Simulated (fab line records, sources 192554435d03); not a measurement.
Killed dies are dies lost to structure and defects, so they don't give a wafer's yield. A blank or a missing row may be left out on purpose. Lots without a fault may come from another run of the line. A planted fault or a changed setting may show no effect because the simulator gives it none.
Chamber matching | flow n5_finfet | N5_HKMG_FIN_CMP_94 on cmp-04: 4 sister chambers
The step polishes, stops on SiNx, t overpolish 4.7 s, target thk 43.299 nm. 8 wafers are shown with their chamber, then 10 later ones without.

WAFERS WITH THEIR CHAMBER
wafer  | chamber | motor_current_A (A) | slurry_filter_dp_kPa (kPa)
L081.3 | 2       | 12.2                | 13.36
L083.2 | 0       | 11.0                | 13.43
L084.3 | 2       | 11.9                | 13.68
L086.2 | 3       | 12.3                | 13.66
L086.3 | 1       | 12.5                | 13.53
L086.6 | 0       | 10.8                | 13.59
L087.1 | 1       | 12.2                | 13.75
L087.5 | 3       | 12.1                | 13.41

WAFERS WITHOUT THEIR CHAMBER
wafer  | motor_current_A (A) | slurry_filter_dp_kPa (kPa)
L087.6 | 10.4                | 13.52
L089.1 | 11.3                | 13.40
L089.3 | 12.5                | 13.43
L089.5 | 12.0                | 13.48
L092.1 | 12.7                | 13.41
L092.2 | 11.8                | 13.16
L092.3 | 10.9                | 13.54
L097.3 | 10.8                | 13.47
L097.4 | 12.4                | 13.46
L097.5 | 10.9                | 13.50

WHICH CHAMBER EACH WENT THROUGH
wafer  | from the rows above          | in truth
L087.6 | 0                            | 0
L089.1 | can't be placed: 0 or 2      | 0
L089.3 | can't be placed: 1 or 3 or 2 | 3
L089.5 | can't be placed: 2 or 3 or 1 | 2
L092.1 | can't be placed: 1 or 3 or 2 | 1
L092.2 | can't be placed: 2 or 3 or 1 | 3
L092.3 | 0                            | 0
L097.3 | 0                            | 0
L097.4 | can't be placed: 1 or 3 or 2 | 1
L097.5 | 0                            | 0
Placed correctly: 4 of 10. Can't be placed from these rows: 6 (the true chamber is among the candidates in 6). Placed wrongly: 0.
How it was worked out, from the rows above alone: a wafer's distance from a chamber is the root of the sum, over the readings, of the square of ((its reading less the chamber's mean) divided by the reading's scatter). The wafer belongs to the nearest chamber; if the next one is less than 2 further off, it can't be placed. A chamber's mean is the mean of its shown wafers. The scatter: the root of (the sum of the squares of (reading less its chamber's mean) over the shown wafers, divided by (wafers less chambers)).
